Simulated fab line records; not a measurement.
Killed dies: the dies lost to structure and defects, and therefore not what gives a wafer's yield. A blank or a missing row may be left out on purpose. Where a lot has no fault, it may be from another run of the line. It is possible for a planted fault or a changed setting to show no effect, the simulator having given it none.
fab line records + flow n5_finfet
record:
- lots: 7
- wafers: 21
route steps=1938 shown BEOL_M8@1362 BEOL_M9@1440 BEOL_M11@1562 BEOL_M12@1637 BEOL_M13@1705 BEOL_M14@1742
start_h: hours from the record's opening day to when the first of the lot's shown wafers began + wait_h: hours elapsed since this lot's preceding step + " repeats the value in the row above + L1.1+2: several wafers, shown together as one row + - no value present, or no start provided + * or withheld: withheld + < > ~ a bound
route shown NAME@n: NAME is a module with steps in the file, n the number in the route of the first one + usual: average and standard deviation across the fault-free wafers + same: alike in all rows + chamber/n: place in a boat + sites: readings site by site + _std_site: standard deviation of those values + _edge_site: mean of outer sites minus mean of inner sites + radius_mm: how far each site lies from the wafer's centre + mask NAME#n: copy n + behind: the last tool/chamber to shape the wafer + hold: reason for holding the lot/hours on hold/outcome of the hold + device: whichever transistor did not switch (one of n, p or np) + end of line: the same wafers' tests at the end of the route + step lacking rows: just its recipe + killed: at the first sort, the dies lost to defects and structure; wafer yield is something else + map: dies across one wafer; x = killed, . = not, _ = none there
set.NAME: setting as actually run; set.NAME@STEP: the setting as run at that earlier step + model.NAME: the simulator's own value behind a step, which no gauge read
lots with deliberately changed settings; one table per step, one row per wafer
== steps ==
step: N5_BEOL_M8_EXPOSE_25
recipe:
- mask_id: V7
- na: 0.33
- source_shape: annular
- sigma_inner: 0.4
- sigma_outer: 0.8
- polarization: unpolarized
- target_cd_nm: 40
- dose_mj: 42.5
| lot.wafer  | tool           | chamber | start_h | wait_h | mask | set.dose_mj |
|------------|----------------|---------|---------|--------|------|-------------|
| L080.2+3+6 | euv_scanner-02 | 0       | 254.85  | -      | V7#0 | 44.39       |
| L074.2+4+5 | euv_scanner-02 | 0       | 254.89  | -      | V7#0 | 42.5        |
| L083.2+5   | euv_scanner-02 | 0       | 270.24  | -      | V7#0 | 42.5        |
| L083.6     | "              | 0       | "       | "      | V7#0 | 41.09       |
| L084.1+2   | euv_scanner-02 | 0       | 273.30  | -      | V7#0 | 42.5        |
| L084.3     | "              | 0       | "       | "      | V7#0 | 45.34       |
| L087.2+5   | euv_scanner-02 | 0       | 312.87  | -      | V7#0 | 44.03       |
| L087.4     | "              | 0       | "       | "      | V7#0 | 42.5        |
| L092.2+6   | euv_scanner-02 | 0       | 324.18  | -      | V7#0 | 42.5        |
| L092.4     | "              | 0       | "       | "      | V7#0 | 45.5        |
| L094.1     | euv_scanner-01 | 0       | 353.92  | -      | V7#0 | 44.74       |
| L094.4+5   | "              | 0       | "       | "      | V7#0 | 42.5        |
step: N5_BEOL_M8_PEB_26
recipe:
- peb_temp_c: 100
- peb_time_s: 60
- resist: CAR-EUV
step: N5_BEOL_M8_DEVELOP_27
recipe:
- develop_time_s: 30
- developer: TMAH
- resist: CAR-EUV
- rinse_liquid: surfactant_rinse
- dry: air_spin
- dev_temp_c: 23
step: N5_BEOL_M8_CD_MEAS_28
recipe:
- target_cd_nm: 40
- landing_energy_ev: 500
- detector: se_inlens
usual:
- cd_nm: 39.97/0.24
| lot.wafer | tool      | chamber | start_h | wait_h | set.dose_mj@BEOL_M8_EXPOSE_25 | cd_nm |
|-----------|-----------|---------|---------|--------|-------------------------------|-------|
| L080.2    | cd_sem-03 | 0       | 254.98  | -      | 44.39                         | 40.70 |
| L080.3    | "         | 0       | "       | "      | 44.39                         | 40.83 |
| L080.6    | "         | 0       | "       | "      | 44.39                         | 41.09 |
| L074.2    | cd_sem-02 | 0       | 255.02  | -      | 42.5                          | 39.71 |
| L074.4    | "         | 0       | "       | "      | 42.5                          | 39.83 |
| L074.5    | "         | 0       | "       | "      | 42.5                          | 40.09 |
| L083.2    | cd_sem-01 | 0       | 270.37  | -      | 42.5                          | 40.08 |
| L083.5    | "         | 0       | "       | "      | 42.5                          | 40.12 |
| L083.6    | "         | 0       | "       | "      | 41.09                         | 39.42 |
| L084.1    | cd_sem-02 | 0       | 273.43  | -      | 42.5                          | 39.78 |
| L084.2    | "         | 0       | "       | "      | 42.5                          | 39.50 |
| L084.3    | "         | 0       | "       | "      | 45.34                         | 41.33 |
| L087.2    | cd_sem-03 | 0       | 312.99  | -      | 44.03                         | 40.61 |
| L087.4    | "         | 0       | "       | "      | 42.5                          | 40.22 |
| L087.5    | "         | 0       | "       | "      | 44.03                         | 40.13 |
| L092.2    | cd_sem-02 | 0       | 324.31  | -      | 42.5                          | 40.06 |
| L092.4    | "         | 0       | "       | "      | 45.5                          | 41.22 |
| L092.6    | "         | 0       | "       | "      | 42.5                          | 40.22 |
| L094.1    | cd_sem-01 | 0       | 354.05  | -      | 44.74                         | 41.14 |
| L094.4    | "         | 0       | "       | "      | 42.5                          | 39.87 |
| L094.5    | "         | 0       | "       | "      | 42.5                          | 39.49 |
step: N5_BEOL_M8_DESCUM_33
recipe:
- chemistry: O2
- time_s: 7
- source_power_w: 50
- bias_power_w: 20
- pressure_mtorr: 20
- rf_frequency_hz: 2.712e+07
- temp_c: 40
- resist: CAR-EUV
- o2_flow_sccm: 225
| lot.wafer | tool        | chamber | start_h | wait_h | set.dose_mj@BEOL_M8_EXPOSE_25 | model.BEOL_M8.cd_nm |
|-----------|-------------|---------|---------|--------|-------------------------------|---------------------|
| L080.2    | rie_diel-05 | 3       | 255.33  | 0.3    | 44.39                         | 40.6                |
| L080.3+6  | "           | 2       | "       | "      | 44.39                         | 40.8                |
| L074.2    | rie_diel-01 | 1       | 255.43  | 0.3    | 42.5                          | 39.6                |
| L074.4    | "           | 2       | "       | "      | 42.5                          | 40                  |
| L074.5    | "           | 1       | "       | "      | 42.5                          | 39.8                |
| L083.2    | rie_diel-03 | 0       | 271.30  | 0.8    | 42.5                          | 40                  |
| L083.5    | "           | 3       | "       | "      | 42.5                          | 40.2                |
| L083.6    | "           | 0       | "       | "      | 41.09                         | 39.2                |
| L084.1+2  | rie_diel-01 | 0,2     | 273.56  | 0.0    | 42.5                          | 39.8                |
| L084.3    | "           | 3       | "       | "      | 45.34                         | 41.2                |
| L087.2    | rie_diel-03 | 1       | 313.18  | 0.1    | 44.03                         | 40.8                |
| L087.4    | "           | 0       | "       | "      | 42.5                          | 40                  |
| L087.5    | "           | 1       | "       | "      | 44.03                         | 40.6                |
| L092.2    | rie_diel-01 | 1       | 324.45  | 0.1    | 42.5                          | 40                  |
| L092.4    | "           | 3       | "       | "      | 45.5                          | 41.2                |
| L092.6    | "           | 1       | "       | "      | 42.5                          | 39.8                |
| L094.1    | rie_diel-01 | 0       | 354.34  | 0.2    | 44.74                         | 40.8                |
| L094.4+5  | "           | 2,1     | "       | "      | 42.5                          | 39.8                |
step: N5_BEOL_M8_ETCH_72
recipe:
- chemistry: N2/H2
- target: underlayer
- target_depth_a: 65
- mask_material: CAR-EUV
- time_s: 5.2
- ion_energy_ev: 200
- pressure_mtorr: 30
- source_w: 840
- bias_w: 150
- n2_flow_sccm: 200
- h2_flow_sccm: 200
- ends: cleared
| lot.wafer | tool        | chamber | start_h | wait_h | set.dose_mj@BEOL_M8_EXPOSE_25 | model.BEOL_M8.cd_nm |
|-----------|-------------|---------|---------|--------|-------------------------------|---------------------|
| L080.2    | rie_diel-05 | 3       | 255.36  | 0.0    | 44.39                         | 40.6                |
| L080.3+6  | "           | 2       | "       | "      | 44.39                         | 40.8                |
| L074.2    | rie_diel-01 | 1       | 255.47  | 0.0    | 42.5                          | 39.4                |
| L074.4    | "           | 2       | "       | "      | 42.5                          | 40                  |
| L074.5    | "           | 1       | "       | "      | 42.5                          | 39.6                |
| L083.2+5  | rie_diel-03 | 0,3     | 271.34  | 0.0    | 42.5                          | 40.2                |
| L083.6    | "           | 0       | "       | "      | 41.09                         | 39.4                |
| L084.1    | rie_diel-01 | 0       | 273.59  | 0.0    | 42.5                          | 39.8                |
| L084.2    | "           | 2       | "       | "      | 42.5                          | 40                  |
| L084.3    | "           | 3       | "       | "      | 45.34                         | 41.4                |
| L087.2    | rie_diel-03 | 1       | 313.21  | 0.0    | 44.03                         | 40.8                |
| L087.4    | "           | 0       | "       | "      | 42.5                          | 39.8                |
| L087.5    | "           | 1       | "       | "      | 44.03                         | 40.6                |
| L092.2    | rie_diel-01 | 1       | 324.48  | 0.0    | 42.5                          | 40                  |
| L092.4    | "           | 3       | "       | "      | 45.5                          | 41.2                |
| L092.6    | "           | 1       | "       | "      | 42.5                          | 39.6                |
| L094.1    | rie_diel-01 | 0       | 354.37  | 0.0    | 44.74                         | 40.8                |
| L094.4    | "           | 2       | "       | "      | 42.5                          | 39.8                |
| L094.5    | "           | 1       | "       | "      | 42.5                          | 39.6                |
step: N5_BEOL_M8_VIA_ETCH_34
recipe:
- chemistry: C4F6/O2
- target: SiCOH_lowk
- target_depth_a: 1255
- mask_material: SOC
- taper_deg: 4
- time_s: 50.5
- ion_energy_ev: 250
- pressure_mtorr: 30
- source_w: 345
- bias_w: 185
- Ar_flow_sccm: 300
- C4F6_flow_sccm: 10
- O2_flow_sccm: 10
usual:
- rf_vpp_V: 668/14
| lot.wafer | tool        | chamber | start_h | wait_h | set.source_w | set.dose_mj@BEOL_M8_EXPOSE_25 | rf_vpp_V | model.BEOL_M8.cd_nm |
|-----------|-------------|---------|---------|--------|--------------|-------------------------------|----------|---------------------|
| L080.2    | rie_diel-05 | 3       | 255.51  | 0.0    | 345          | 44.39                         | 669      | 40.8                |
| L080.3    | "           | 2       | "       | "      | 319.8        | 44.39                         | 704      | 41.4                |
| L080.6    | "           | 2       | "       | "      | 319.8        | 44.39                         | 705      | 41.2                |
| L074.2    | rie_diel-01 | 1       | 255.61  | 0.0    | 345          | 42.5                          | 671      | 39.6                |
| L074.4    | "           | 2       | "       | "      | 345          | 42.5                          | 673      | 40.2                |
| L074.5    | "           | 1       | "       | "      | 345          | 42.5                          | 672      | 39.8                |
| L083.2    | rie_diel-03 | 0       | 271.48  | 0.0    | 315.2        | 42.5                          | 696      | 40                  |
| L083.5    | "           | 3       | "       | "      | 315.2        | 42.5                          | 680      | 40.2                |
| L083.6    | "           | 0       | "       | "      | 345          | 41.09                         | 665      | 39.2                |
| L084.1    | rie_diel-01 | 0       | 273.74  | 0.0    | 345          | 42.5                          | 676      | 39.6                |
| L084.2    | "           | 2       | "       | "      | 345          | 42.5                          | 672      | 40                  |
| L084.3    | "           | 3       | "       | "      | 345          | 45.34                         | 681      | 41.2                |
| L087.2    | rie_diel-03 | 1       | 313.36  | 0.0    | 345          | 44.03                         | 667      | 40.6                |
| L087.4    | "           | 0       | "       | "      | 383.4        | 42.5                          | 631      | 39.8                |
| L087.5    | "           | 1       | "       | "      | 383.4        | 44.03                         | 631      | 40.4                |
| L092.2    | rie_diel-01 | 1       | 324.63  | 0.0    | 345          | 42.5                          | 670      | 40.2                |
| L092.4    | "           | 3       | "       | "      | 362          | 45.5                          | 665      | 41.2                |
| L092.6    | "           | 1       | "       | "      | 362          | 42.5                          | 655      | 39.8                |
| L094.1    | rie_diel-01 | 0       | 354.52  | 0.0    | 345          | 44.74                         | 675      | 40.6                |
| L094.4    | "           | 2       | "       | "      | 345          | 42.5                          | 673      | 39.8                |
| L094.5    | "           | 1       | "       | "      | 319.1        | 42.5                          | 698      | 39.8                |
step: N5_BEOL_M9_ETCH_66
recipe:
- chemistry: N2/H2
- target: SOC
- target_depth_a: 800
- overetch_a: 160
- mask_material: SiARC
- temp_c: 40
- time_s: 120
- ion_energy_ev: 200
- pressure_mtorr: 30
- source_w: 840
- bias_w: 150
- n2_flow_sccm: 200
- h2_flow_sccm: 200
| lot.wafer | tool        | chamber | start_h | wait_h | set.time_s | model.SiARC_of_BEOL_M9_COAT_64.thk_nm |
|-----------|-------------|---------|---------|--------|------------|---------------------------------------|
| L080.2    | rie_diel-06 | 2       | 263.33  | 0.0    | 120        | 6.8                                   |
| L080.3    | "           | 3       | "       | "      | 120        | 6.6                                   |
| L080.6    | "           | 1       | "       | "      | 135.8      | 5.6                                   |
| L074.2+5  | rie_diel-06 | 2       | 263.76  | 0.0    | 120        | 6.8                                   |
| L074.4    | "           | 1       | "       | "      | 120        | 6.2                                   |
| L083.2+6  | rie_diel-04 | 2,3     | 280.61  | 0.0    | 120        | 6.2                                   |
| L083.5    | "           | 0       | "       | "      | 131.3      | 5.6                                   |
| L084.1    | rie_diel-02 | 3       | 280.72  | 0.0    | 99.52      | 7.8                                   |
| L084.2    | "           | 2       | "       | "      | 99.52      | 7.6                                   |
| L084.3    | "           | 1       | "       | "      | 120        | 6.6                                   |
| L087.2    | rie_diel-02 | 0       | 320.17  | 0.0    | 126.8      | 5.8                                   |
| L087.4    | "           | 3       | "       | "      | 126.8      | 6.4                                   |
| L087.5    | "           | 1       | "       | "      | 120        | 6.6                                   |
| L092.2    | rie_diel-06 | 3       | 335.84  | 0.0    | 120        | 6.4                                   |
| L092.4+6  | "           | 2       | "       | "      | 120        | 6.8                                   |
| L094.1    | rie_diel-06 | 0       | 364.97  | 0.0    | 120        | 6.2                                   |
| L094.4+5  | "           | 3       | "       | "      | 120        | 6.4                                   |
step: N5_BEOL_M11_COAT_22
recipe:
- resist: CAR-ArF
- spin_rpm: 1500
- resist_thk_nm: 90
| lot.wafer  | tool           | chamber | start_h | wait_h | set.spin_rpm | model.CAR-ArF_of_BEOL_M11_COAT_22.thk_nm |
|------------|----------------|---------|---------|--------|--------------|------------------------------------------|
| L080.2+3+6 | litho_track-02 | 0       | -       | -      | 1500         | 89.6                                     |
| L074.2+4   | litho_track-01 | 0       | -       | -      | 1500         | 90                                       |
| L074.5     | "              | 0       | "       | "      | 1500         | 89.8                                     |
| L084.1     | litho_track-01 | 0       | -       | -      | 1500         | 89.8                                     |
| L084.2     | "              | 0       | "       | "      | 1500         | 90                                       |
| L084.3     | "              | 0       | "       | "      | 1389         | 93.4                                     |
| L083.2     | litho_track-02 | 0       | -       | -      | 1567         | 88.2                                     |
| L083.5     | "              | 0       | "       | "      | 1500         | 90.2                                     |
| L083.6     | "              | 0       | "       | "      | 1500         | 90                                       |
| L087.2     | litho_track-02 | 0       | -       | -      | 1500         | 90                                       |
| L087.4     | "              | 0       | "       | "      | 1581         | 87.8                                     |
| L087.5     | "              | 0       | "       | "      | 1581         | 87.4                                     |
| L092.2     | litho_track-05 | 0       | -       | -      | 1500         | 89.8                                     |
| L092.4     | "              | 0       | "       | "      | 1500         | 90                                       |
| L092.6     | "              | 0       | "       | "      | 1500         | 89.6                                     |
| L094.1+5   | litho_track-05 | 0       | -       | -      | 1500         | 90                                       |
| L094.4     | "              | 0       | "       | "      | 1500         | 89.8                                     |
step: N5_BEOL_M11_EBR_24
recipe:
- solvent: PGMEA
- ebr_width_mm: 1.5
step: N5_BEOL_M11_SOFTBAKE_23
recipe:
- temp_c: 110
- time_s: 60
- resist: CAR-ArF
step: N5_BEOL_M11_DESCUM_33
recipe:
- chemistry: O2
- time_s: 7.9
- source_power_w: 50
- bias_power_w: 20
- pressure_mtorr: 20
- rf_frequency_hz: 2.712e+07
- temp_c: 40
- resist: CAR-ArF
- o2_flow_sccm: 225
| lot.wafer  | tool        | chamber | start_h | wait_h | set.spin_rpm@BEOL_M11_COAT_22 | model.CAR-ArF_of_BEOL_M11_COAT_22.thk_nm |
|------------|-------------|---------|---------|--------|-------------------------------|------------------------------------------|
| L080.2+3   | rie_diel-06 | 2,1     | 280.43  | 0.0    | 1500                          | 83                                       |
| L080.6     | "           | 1       | "       | "      | 1500                          | 83.2                                     |
| L074.2+4   | rie_diel-06 | 1,3     | 281.37  | 0.6    | 1500                          | 83.4                                     |
| L074.5     | "           | 0       | "       | "      | 1500                          | 83.2                                     |
| L084.1+2   | rie_diel-06 | 3,1     | 299.00  | 0.0    | 1500                          | 83.4                                     |
| L084.3     | "           | 2       | "       | "      | 1389                          | 87                                       |
| L083.2     | rie_diel-04 | 2       | 299.25  | 0.1    | 1567                          | 81.6                                     |
| L083.5     | "           | 0       | "       | "      | 1500                          | 83.6                                     |
| L083.6     | "           | 3       | "       | "      | 1500                          | 83.4                                     |
| L087.2     | rie_diel-06 | 1       | 337.59  | 0.0    | 1500                          | 83.4                                     |
| L087.4     | "           | 2       | "       | "      | 1581                          | 81.4                                     |
| L087.5     | "           | 3       | "       | "      | 1581                          | 81                                       |
| L092.2+6   | rie_diel-02 | 3,1     | 356.01  | 0.0    | 1500                          | 83.2                                     |
| L092.4     | "           | 1       | "       | "      | 1500                          | 83.6                                     |
| L094.1+4+5 | rie_diel-04 | 3,1,1   | 382.81  | 0.2    | 1500                          | 83.4                                     |
step: N5_BEOL_M12_ETCH_68
recipe:
- chemistry: N2/H2
- target: SOC
- mask_material: SiARC
- source_w: 3000
- bias_w: 350
- temp_c: 40
- time_s: 285
- ion_energy_ev: 200
- pressure_mtorr: 30
- n2_flow_sccm: 200
- h2_flow_sccm: 200
| lot.wafer | tool        | chamber | start_h | wait_h | set.time_s | model.SiARC_of_BEOL_M12_COAT_66.thk_nm |
|-----------|-------------|---------|---------|--------|------------|----------------------------------------|
| L080.2    | rie_diel-01 | 1       | 285.94  | 0.1    | 343.3      | 80.8                                   |
| L080.3    | "           | 3       | "       | "      | 343.3      | 81.4                                   |
| L080.6    | "           | 0       | "       | "      | 285        | 86                                     |
| L074.2    | rie_diel-03 | 2       | 287.92  | 0.1    | 285        | 86.8                                   |
| L074.4    | "           | 0       | "       | "      | 285        | 86.6                                   |
| L074.5    | "           | 3       | "       | "      | 285        | 86                                     |
| L084.1    | rie_diel-03 | 2       | 304.20  | 0.1    | 243.8      | 90                                     |
| L084.2    | "           | 0       | "       | "      | 285        | 86.2                                   |
| L084.3    | "           | 3       | "       | "      | 243.8      | 89.4                                   |
| L083.2    | rie_diel-05 | 1       | 304.96  | 0.1    | 285        | 85.6                                   |
| L083.5    | "           | 1       | "       | "      | 285        | 86                                     |
| L083.6    | "           | 0       | "       | "      | 285        | 85.8                                   |
| L087.2    | rie_diel-01 | 3       | 342.77  | 0.1    | 346.1      | 80.6                                   |
| L087.4    | "           | 1       | "       | "      | 285        | 85.8                                   |
| L087.5    | "           | 1       | "       | "      | 285        | 86                                     |
| L092.2    | rie_diel-03 | 2       | 361.58  | 0.1    | 285        | 86                                     |
| L092.4    | "           | 3       | "       | "      | 285        | 84.8                                   |
| L092.6    | "           | 2       | "       | "      | 285        | 85.6                                   |
| L094.1    | rie_diel-03 | 0       | 389.14  | 0.1    | 285        | 86.4                                   |
| L094.4    | "           | 3       | "       | "      | 285        | 85.8                                   |
| L094.5    | "           | 0       | "       | "      | 253.6      | 88.8                                   |
step: N5_BEOL_M12_SPUTTER_44
recipe:
- material: Ta
- target_thk_a: 100
- temp_c: 50
- bias_v: 80
- power_w: 15000
- chamber_pressure_pa: 0.07
- time_s: 16.13
| lot.wafer  | tool           | chamber | start_h | wait_h | set.time_s | model.Ta_of_BEOL_M12_SPUTTER_44.thk_nm |
|------------|----------------|---------|---------|--------|------------|----------------------------------------|
| L080.2     | pvd_sputter-02 | -       | 289.60  | 0.0    | 16.13      | 10                                     |
| L080.3     | "              | -       | "       | "      | 16.13      | 9.8                                    |
| L080.6     | "              | -       | "       | "      | 18.04      | 11.4                                   |
| L074.2     | pvd_sputter-03 | -       | 296.90  | 0.0    | 16.13      | 10                                     |
| L074.4+5   | "              | -       | "       | "      | 16.13      | 9.8                                    |
| L084.1     | pvd_sputter-01 | -       | 307.06  | 0.0    | 16.13      | 9.6                                    |
| L084.2     | "              | -       | "       | "      | 16.13      | 10                                     |
| L084.3     | "              | -       | "       | "      | 16.13      | 9.8                                    |
| L083.2     | pvd_sputter-01 | -       | 307.38  | 0.0    | 13.95      | 8.4                                    |
| L083.5     | "              | -       | "       | "      | 13.95      | 8.6                                    |
| L083.6     | "              | -       | "       | "      | 16.13      | 9.8                                    |
| L087.2     | pvd_sputter-01 | -       | 346.31  | 0.0    | 16.13      | 9.6                                    |
| L087.4     | "              | -       | "       | "      | 16.13      | 10                                     |
| L087.5     | "              | -       | "       | "      | 16.13      | 9.8                                    |
| L092.2+4+6 | pvd_sputter-03 | -       | 366.70  | 0.0    | 16.13      | 10                                     |
| L094.1     | pvd_sputter-03 | -       | 392.26  | 0.0    | 18.21      | 11.4                                   |
| L094.4     | "              | -       | "       | "      | 16.13      | 10.2                                   |
| L094.5     | "              | -       | "       | "      | 16.13      | 10                                     |
step: N5_BEOL_M13_SPUTTER_43
recipe:
- material: TaN
- target_thk_a: 150
- temp_c: 50
- bias_v: 168.6
- power_w: 15000
- chamber_pressure_pa: 0.12
- time_s: 24.19
| lot.wafer | tool           | chamber | start_h | wait_h | set.time_s | model.TaN_of_BEOL_M13_SPUTTER_43.thk_nm |
|-----------|----------------|---------|---------|--------|------------|-----------------------------------------|
| L080.2    | pvd_sputter-01 | -       | 300.94  | 0.0    | 23.17      | 14.8                                    |
| L080.3+6  | "              | -       | "       | "      | 23.17      | 14.6                                    |
| L074.2    | pvd_sputter-02 | -       | 302.21  | 0.0    | 24.19      | 15.2                                    |
| L074.4    | "              | -       | "       | "      | 24.19      | 15.4                                    |
| L074.5    | "              | -       | "       | "      | 24.19      | 15.6                                    |
| L084.1    | pvd_sputter-03 | -       | 311.86  | 0.0    | 23.05      | 13.8                                    |
| L084.2+3  | "              | -       | "       | "      | 24.19      | 14.8                                    |
| L083.2    | pvd_sputter-03 | -       | 314.34  | 0.0    | 20.65      | 12.8                                    |
| L083.5    | "              | -       | "       | "      | 20.65      | 12.6                                    |
| L083.6    | "              | -       | "       | "      | 24.19      | 15                                      |
| L087.2    | pvd_sputter-01 | -       | 353.35  | 0.0    | 25.87      | 16                                      |
| L087.4+5  | "              | -       | "       | "      | 24.19      | 14.8                                    |
| L092.2+4  | pvd_sputter-01 | -       | 371.88  | 0.0    | 24.19      | 15.2                                    |
| L092.6    | "              | -       | "       | "      | 24.19      | 15                                      |
| L094.1    | pvd_sputter-03 | -       | 396.97  | 0.0    | 24.19      | 15                                      |
| L094.4    | "              | -       | "       | "      | 20.68      | 13                                      |
| L094.5    | "              | -       | "       | "      | 20.68      | 12.8                                    |
step: N5_BEOL_M14_EXPOSE_25
recipe:
- mask_id: M14
- na: 0.8
- source_shape: annular
- sigma_inner: 0.5
- sigma_outer: 0.8
- polarization: unpolarized
- target_cd_nm: 280
- dose_mj: 26.6
| lot.wafer  | tool           | chamber | start_h | wait_h | mask  | set.dose_mj |
|------------|----------------|---------|---------|--------|-------|-------------|
| L080.2+3   | krf_scanner-02 | 0       | 303.47  | -      | M14#0 | 26.6        |
| L080.6     | "              | 0       | "       | "      | M14#0 | 27.67       |
| L074.2+4+5 | krf_scanner-02 | 0       | 305.22  | -      | M14#0 | 26.6        |
| L084.1+2   | krf_scanner-01 | 0       | 314.55  | -      | M14#0 | 28.08       |
| L084.3     | "              | 0       | "       | "      | M14#0 | 26.6        |
| L083.2     | krf_scanner-01 | 0       | 316.78  | -      | M14#0 | 24.77       |
| L083.5+6   | "              | 0       | "       | "      | M14#0 | 26.6        |
| L087.2+5   | krf_scanner-02 | 0       | 355.87  | -      | M14#0 | 27.51       |
| L087.4     | "              | 0       | "       | "      | M14#0 | 26.6        |
| L092.2     | krf_scanner-01 | 0       | 374.38  | -      | M14#0 | 24.86       |
| L092.4+6   | "              | 0       | "       | "      | M14#0 | 26.6        |
| L094.1+4+5 | krf_scanner-01 | 0       | 399.61  | -      | M14#0 | 26.6        |
step: N5_BEOL_M14_PEB_26
recipe:
- peb_temp_c: 130
- peb_time_s: 90
step: N5_BEOL_M14_DEVELOP_27
recipe:
- develop_time_s: 45
- rinse_liquid: diw
- dry: air_spin
- dev_temp_c: 21
step: N5_BEOL_M14_HARDBAKE_32
recipe:
- temp_c: 130
- time_s: 120
step: N5_BEOL_M14_CD_MEAS_28
recipe:
- target_cd_nm: 284.4
- landing_energy_ev: 500
- detector: se_inlens
usual:
- cd_nm: 284.3/1.8
| lot.wafer | tool      | chamber | start_h | wait_h | set.dose_mj@BEOL_M14_EXPOSE_25 | cd_nm |
|-----------|-----------|---------|---------|--------|--------------------------------|-------|
| L080.2    | cd_sem-01 | 0       | 303.64  | -      | 26.6                           | 286.4 |
| L080.3    | "         | 0       | "       | "      | 26.6                           | 282.9 |
| L080.6    | "         | 0       | "       | "      | 27.67                          | 294.7 |
| L074.2    | cd_sem-02 | 0       | 305.39  | -      | 26.6                           | 281.3 |
| L074.4    | "         | 0       | "       | "      | 26.6                           | 284.3 |
| L074.5    | "         | 0       | "       | "      | 26.6                           | 282.4 |
| L084.1    | cd_sem-03 | 0       | 314.72  | -      | 28.08                          | 293.2 |
| L084.2    | "         | 0       | "       | "      | 28.08                          | 295.0 |
| L084.3    | "         | 0       | "       | "      | 26.6                           | 285.6 |
| L083.2    | cd_sem-03 | 0       | 316.95  | -      | 24.77                          | 270.4 |
| L083.5    | "         | 0       | "       | "      | 26.6                           | 284.2 |
| L083.6    | "         | 0       | "       | "      | 26.6                           | 283.1 |
| L087.2    | cd_sem-02 | 0       | 356.04  | -      | 27.51                          | 287.7 |
| L087.4    | "         | 0       | "       | "      | 26.6                           | 284.7 |
| L087.5    | "         | 0       | "       | "      | 27.51                          | 289.1 |
| L092.2    | cd_sem-01 | 0       | 374.55  | -      | 24.86                          | 272.2 |
| L092.4    | "         | 0       | "       | "      | 26.6                           | 282.4 |
| L092.6    | "         | 0       | "       | "      | 26.6                           | 285.8 |
| L094.1    | cd_sem-01 | 0       | 399.78  | -      | 26.6                           | 285.9 |
| L094.4    | "         | 0       | "       | "      | 26.6                           | 283.6 |
| L094.5    | "         | 0       | "       | "      | 26.6                           | 281.0 |
step: N5_BEOL_M14_DESCUM_33
recipe:
- chemistry: O2
- time_s: 7.9
- source_power_w: 50
- bias_power_w: 20
- pressure_mtorr: 20
- rf_frequency_hz: 2.712e+07
- temp_c: 40
- o2_flow_sccm: 225
| lot.wafer | tool        | chamber | start_h | wait_h | set.dose_mj@BEOL_M14_EXPOSE_25 | model.BEOL_M14.cd_nm |
|-----------|-------------|---------|---------|--------|--------------------------------|----------------------|
| L080.2    | rie_diel-01 | 0       | 303.78  | 0.1    | 26.6                           | 286.4                |
| L080.3    | "           | 2       | "       | "      | 26.6                           | 283.2                |
| L080.6    | "           | 2       | "       | "      | 27.67                          | 294.4                |
| L074.2    | rie_diel-01 | 3       | 305.57  | 0.1    | 26.6                           | 281.4                |
| L074.4    | "           | 0       | "       | "      | 26.6                           | 284.4                |
| L074.5    | "           | 2       | "       | "      | 26.6                           | 282.2                |
| L084.1    | rie_diel-03 | 1       | 315.02  | 0.2    | 28.08                          | 293                  |
| L084.2    | "           | 2       | "       | "      | 28.08                          | 295                  |
| L084.3    | "           | 0       | "       | "      | 26.6                           | 285.4                |
| L083.2    | rie_diel-03 | 0       | 317.06  | 0.1    | 24.77                          | 270.4                |
| L083.5    | "           | 2       | "       | "      | 26.6                           | 283.8                |
| L083.6    | "           | 3       | "       | "      | 26.6                           | 283.6                |
| L087.2    | rie_diel-05 | 0       | 356.13  | 0.0    | 27.51                          | 287.4                |
| L087.4    | "           | 3       | "       | "      | 26.6                           | 284.4                |
| L087.5    | "           | 2       | "       | "      | 27.51                          | 289                  |
| L092.2    | rie_diel-03 | 1       | 374.93  | 0.3    | 24.86                          | 272.2                |
| L092.4    | "           | 0       | "       | "      | 26.6                           | 282.4                |
| L092.6    | "           | 3       | "       | "      | 26.6                           | 286.2                |
| L094.1    | rie_diel-05 | 0       | 399.96  | 0.1    | 26.6                           | 285.8                |
| L094.4    | "           | 2       | "       | "      | 26.6                           | 283.4                |
| L094.5    | "           | 2       | "       | "      | 26.6                           | 280.8                |
== key ==
split:
- step: N5_BEOL_M8_EXPOSE_25
- setting: dose_mj
- stated: 42.5
- by: wafer
response:
- step: N5_BEOL_M8_CD_MEAS_28
- reading: cd_nm
- change: +0.201
- per: 1%
- r: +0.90
response:
- step: N5_BEOL_M8_DESCUM_33
- reading: model.BEOL_M8.cd_nm
- change: +0.2
- per: 1%
- r: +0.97
response:
- step: N5_BEOL_M8_ETCH_72
- reading: model.BEOL_M8.cd_nm
- change: +0.216
- per: 1%
- r: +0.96
response:
- step: N5_BEOL_M8_VIA_ETCH_34
- reading: model.BEOL_M8.cd_nm
- change: +0.188
- per: 1%
- r: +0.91
split:
- step: N5_BEOL_M8_VIA_ETCH_34
- setting: source_w
- stated: 345
- by: wafer
response:
- step: N5_BEOL_M8_VIA_ETCH_34
- reading: rf_vpp_V
- change: -3.28
- per: 1%
- r: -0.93
split:
- step: N5_BEOL_M9_ETCH_66
- setting: time_s
- stated: 120
- by: wafer
response:
- step: N5_BEOL_M9_ETCH_66
- reading: model.SiARC_of_BEOL_M9_COAT_64.thk_nm
- change: -0.0713
- per: 1%
- r: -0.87
split:
- step: N5_BEOL_M11_COAT_22
- setting: spin_rpm
- stated: 1500
- by: wafer
response:
- step: N5_BEOL_M11_COAT_22
- reading: model.CAR-ArF_of_BEOL_M11_COAT_22.thk_nm
- change: -0.456
- per: 1%
- r: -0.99
response:
- step: N5_BEOL_M11_DESCUM_33
- reading: model.CAR-ArF_of_BEOL_M11_COAT_22.thk_nm
- change: -0.453
- per: 1%
- r: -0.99
split:
- step: N5_BEOL_M12_ETCH_68
- setting: time_s
- stated: 285
- by: wafer
response:
- step: N5_BEOL_M12_ETCH_68
- reading: model.SiARC_of_BEOL_M12_COAT_66.thk_nm
- change: -0.243
- per: 1%
- r: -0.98
split:
- step: N5_BEOL_M12_SPUTTER_44
- setting: time_s
- stated: 16.13
- by: wafer
response:
- step: N5_BEOL_M12_SPUTTER_44
- reading: model.Ta_of_BEOL_M12_SPUTTER_44.thk_nm
- change: +0.106
- per: 1%
- r: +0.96
split:
- step: N5_BEOL_M13_SPUTTER_43
- setting: time_s
- stated: 24.19
- by: wafer
response:
- step: N5_BEOL_M13_SPUTTER_43
- reading: model.TaN_of_BEOL_M13_SPUTTER_43.thk_nm
- change: +0.156
- per: 1%
- r: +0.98
split:
- step: N5_BEOL_M14_EXPOSE_25
- setting: dose_mj
- stated: 26.6
- by: wafer
response:
- step: N5_BEOL_M14_CD_MEAS_28
- reading: cd_nm
- change: +1.81
- per: 1%
- r: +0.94
response:
- step: N5_BEOL_M14_DESCUM_33
- reading: model.BEOL_M14.cd_nm
- change: +1.81
- per: 1%
- r: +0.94
